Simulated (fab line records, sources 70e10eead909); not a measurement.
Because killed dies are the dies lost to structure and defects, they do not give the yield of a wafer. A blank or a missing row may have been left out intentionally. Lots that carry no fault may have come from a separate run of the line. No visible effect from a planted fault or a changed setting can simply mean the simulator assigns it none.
Which tool was responsible?	flow nandHarc	10 lots with 30 wafers sampled at 5 steps, on a route of 1302 steps

== WHAT EACH GAUGE READ, for each wafer ==
NHARC_A_CHANNEL_HOLE_D1_INSPECT_40.
lot	measured	on	rawDefectCount
L502	day 9 17:12	defectInspect-02	102 115 81
L503	day 9 20:58	defectInspect-01	40 45 52
L504	day 10 09:53	defectInspect-02	98 116 106
L509	day 11 18:44	defectInspect-02	94 87 106
L508	day 11 20:13	defectInspect-02	64 33 50
L511	day 12 18:28	defectInspect-01	88 91 80
L510	day 12 21:50	defectInspect-02	53 44 36
L514	day 14 16:12	defectInspect-02	885 839 915
L515	day 15 01:30	defectInspect-02	911 846 900
L524	day 18 11:05	defectInspect-02	36 33 41

== TOOL THAT RAN EACH LOT (tool first, then ch and the chambers of the sampled wafers, then the start) ==
lot	NHARC_A_CHANNEL_HOLE_D1_ETCH_38	NHARC_A_CHANNEL_HOLE_D1_ETCH_24	NHARC_A_CHANNEL_HOLE_D1_ETCH_26	NHARC_A_CHANNEL_HOLE_D1_ETCH_44
L502	rieDiel-03 ch 0,3, day 9 10:02	harEtch-02 ch 0,1, day 9 13:35	harEtch-02 ch 0,1, day 9 15:08	rieDiel-03 ch 2,3, day 9 16:05
L503	rieDiel-08 ch 0,3, day 9 14:12	harEtch-01 ch 0,1, day 9 17:24	harEtch-01 ch 0,1, day 9 19:03	rieDiel-08 ch 1,2, day 9 20:00
L504	rieDiel-06 ch 2,3, day 10 01:35	harEtch-02 ch 0,1, day 10 06:15	harEtch-02 ch 0,1, day 10 07:55	rieDiel-06 ch 1,2,3, day 10 08:53
L509	rieDiel-08 ch 0,1,2, day 11 11:59	harEtch-02 ch 0,1, day 11 15:10	harEtch-02 ch 0,1, day 11 16:49	rieDiel-08 ch 1,3, day 11 17:45
L508	rieDiel-08 ch 0,1, day 11 13:26	harEtch-01 ch 1, day 11 16:39	harEtch-01 ch 1, day 11 18:17	rieDiel-03 ch 0,3, day 11 19:14
L511	rieDiel-08 ch 1,3, day 12 11:37	harEtch-02 ch 1, day 12 15:01	harEtch-02 ch 1, day 12 16:34	rieDiel-08 ch 1,3, day 12 17:29
L510	rieDiel-06 ch 0,1,2, day 12 13:13	harEtch-01 ch 0,1, day 12 18:16	harEtch-01 ch 0,1, day 12 19:55	rieDiel-08 ch 0,2,3, day 12 20:52
L514	rieDiel-08 ch 1,2, day 14 09:14	harEtch-02 ch 0,1, day 14 12:46	harEtch-02 ch 0,1, day 14 14:19	rieDiel-03 ch 0,2, day 14 15:13
L515	rieDiel-08 ch 1,2, day 14 18:42	harEtch-02 ch 0,1, day 14 21:57	harEtch-02 ch 0,1, day 14 23:35	rieDiel-03 ch 0,2,3, day 15 00:32
L524	rieDiel-03 ch 1,2,3, day 18 02:14	harEtch-02 ch 0,1, day 18 07:31	harEtch-02 ch 0,1, day 18 09:10	rieDiel-08 ch 0,1,3, day 18 10:08
- NHARC_A_CHANNEL_HOLE_D1_ETCH_38: etches the open film in CF4, target depth 39 nm, time 65 s.
- NHARC_A_CHANNEL_HOLE_D1_ETCH_24: etches the open film in C4F8/O2/Ar, time 906.2 s, target depth 1500 nm.
- NHARC_A_CHANNEL_HOLE_D1_ETCH_26: etches the open film in C4F8/O2/Ar, time 224.1 s, target depth 300 nm.
- NHARC_A_CHANNEL_HOLE_D1_ETCH_44: etches the open film in CF4/O2, target depth 140 nm, overetch 14 nm, time 77 s.

== THE ANSWER, worked out from the rows above alone ==
Rule: the lots themselves supply what counts as usual. The widest of any qualifying gaps counts: lots, ordered by their means at a reading, are off when they make up no more than a third of the lots, leave a main group of 4 or more, and stand apart from it by 3 or more times the standard deviation of that group's means. If all means in a main group match to the digits the tables above print for the reading, that group is not used. Also off: a lot with no number at a reading for which 4 or more lots have one. Any other lot the step has rows for is counted as sound.
Off, at NHARC_A_CHANNEL_HOLE_D1_INSPECT_40 on rawDefectCount: L514, L515. The main group: mean 70, standard deviation 27.
A tool fits if, at a process step before that reading, it ran every lot that is off, and no sound lot after the first of them. Those tools and the gauges at NHARC_A_CHANNEL_HOLE_D1_INSPECT_40 are tried in the same way. This does not decide it: 2 tools fit, namely rieDiel-08 at NHARC_A_CHANNEL_HOLE_D1_ETCH_38 and rieDiel-03 at NHARC_A_CHANNEL_HOLE_D1_ETCH_44.

== WHAT HAD BEEN PUT IN BY THE SIMULATOR ==
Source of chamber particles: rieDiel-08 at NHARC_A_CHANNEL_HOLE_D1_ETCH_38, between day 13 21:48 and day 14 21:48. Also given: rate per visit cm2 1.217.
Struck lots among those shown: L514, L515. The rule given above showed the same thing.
